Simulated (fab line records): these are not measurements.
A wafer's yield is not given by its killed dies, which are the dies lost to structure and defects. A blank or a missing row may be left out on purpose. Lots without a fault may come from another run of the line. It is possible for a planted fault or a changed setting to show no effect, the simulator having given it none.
One fault through the eyes of 2 desks || flow nandHarc || each desk holds nothing but its own numbers, with what lay behind them at the end

THE DEFECT DESK
Per lot, the means of the sampled wafers with a number show what the inspections along the route counted. A lot is out of limits, marked OUT, if its mean lies more than 4 standard deviations from the usual mean; the brackets give that distance.
Columns: A = rawDefectCount at NHARC_A_CHANNEL_FILL_D1_INSPECT_13, usual 307
{"lot": "L785", "first seen here": "day 10 05:39", "A": 385}
{"lot": "L787", "first seen here": "day 10 23:59", "A": 189}
{"lot": "L786", "first seen here": "day 11 00:02", "A": 411}
{"lot": "L788", "first seen here": "day 11 00:10", "A": 262}
{"lot": "L790", "first seen here": "day 11 07:36", "A": 223}
{"lot": "L789", "first seen here": "day 11 14:31", "A": 416}
{"lot": "L795", "first seen here": "day 13 07:07", "A": 240}
{"lot": "L800", "first seen here": "day 14 14:09", "A": 365}
{"lot": "L803", "first seen here": "day 15 02:44", "A": 294}
{"lot": "L802", "first seen here": "day 15 02:55", "A": 273}
{"lot": "L806", "first seen here": "day 15 16:22", "A": 400}
{"lot": "L807", "first seen here": "day 16 04:38", "A": 238}
{"lot": "L808", "first seen here": "day 16 12:01", "A": 335}
This desk's verdict: no lot among the 13 shows anything out of limits.

DESK OF THE TOOL OWNER: aldHk-04
The tool's own readings at NHARC_A_CHANNEL_FILL_D1_ALD_25 (deposits SiOx, target thk 60 nm, pulse time 10 s, ald cycles 600): means of the sampled wafers that have a number, for each lot that ran on this tool. A lot is out of limits, marked OUT, if its mean lies more than 4 standard deviations from the usual mean; the brackets give that distance.
Columns: A = heaterPowerW at NHARC_A_CHANNEL_FILL_D1_ALD_25, usual 450 W; B = precursorPulseHeightRel at NHARC_A_CHANNEL_FILL_D1_ALD_25, usual 1.001
{"lot": "L786", "first seen here": "day 10 11:54", "A": 490, "B": 0.981}
{"lot": "L795", "first seen here": "day 12 19:44", "A": 486, "B": 0.979}
{"lot": "L808", "first seen here": "day 15 23:59", "A": 403, "B": 1.004}
This desk's verdict: no lot among the 3 shows anything out of limits.

TAKEN TOGETHER
Nothing the defect desk looked at was out of limits.
The tool owner's desk saw nothing out of limits.

WHAT HAD BEEN PUT IN BY THE SIMULATOR
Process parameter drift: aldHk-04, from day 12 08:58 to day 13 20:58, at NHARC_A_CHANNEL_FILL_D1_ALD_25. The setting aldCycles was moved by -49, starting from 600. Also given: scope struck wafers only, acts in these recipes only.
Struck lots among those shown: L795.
